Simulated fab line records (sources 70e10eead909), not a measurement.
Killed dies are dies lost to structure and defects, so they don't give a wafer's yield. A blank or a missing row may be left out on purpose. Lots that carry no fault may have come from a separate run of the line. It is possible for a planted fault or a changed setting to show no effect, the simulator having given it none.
Chamber matching | flow nand-harc | ald-hk-04 running NHARC_A_CHANNEL_FILL_D1_ALD_25: 4 sister chambers
The step deposits SiOx, target thk 60 nm, pulse time 10 s, ald cycles 600. 4 wafers are shown with their chamber, then 7 later ones without.

== WAFERS WITH THEIR CHAMBER ==
wafer  | chamber | heater-power-w (W)
L087.4 | 2       | 404
L087.6 | 0       | 408
L092.3 | 1       | 555
L092.4 | 3       | 555

== WAFERS WITHOUT THEIR CHAMBER ==
wafer  | heater-power-w (W)
L092.6 | 551
L094.4 | 561
L094.5 | 537
L094.6 | 404
L095.1 | 549
L095.5 | 541
L095.6 | 419

== WHICH CHAMBER EACH WENT THROUGH ==
wafer  | from the rows above     | in truth
L092.6 | can't be placed: 1 or 3 | 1
L094.4 | can't be placed: 1 or 3 | 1
L094.5 | can't be placed: 1 or 3 | 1
L094.6 | can't be placed: 2 or 0 | 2
L095.1 | can't be placed: 1 or 3 | 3
L095.5 | can't be placed: 1 or 3 | 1
L095.6 | can't be placed: 0 or 2 | 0
Placed correctly: 0 of 7. These rows do not allow placing 7 (true chamber among the candidates in 7). Placed wrongly: 0.
How it was worked out, from the rows above alone: a wafer's distance from a chamber is the root of the sum, over the readings, of the square of ((its reading less the chamber's mean) divided by the reading's scatter). If the next closest chamber is less than 2 further off than the closest, the wafer can't be placed; otherwise it belongs to the closest. The mean given for a chamber averages the wafers shown for that chamber. The scatter: root of mean squared gap, hidden wafer to nearest shown wafer, with one shown wafer a chamber.
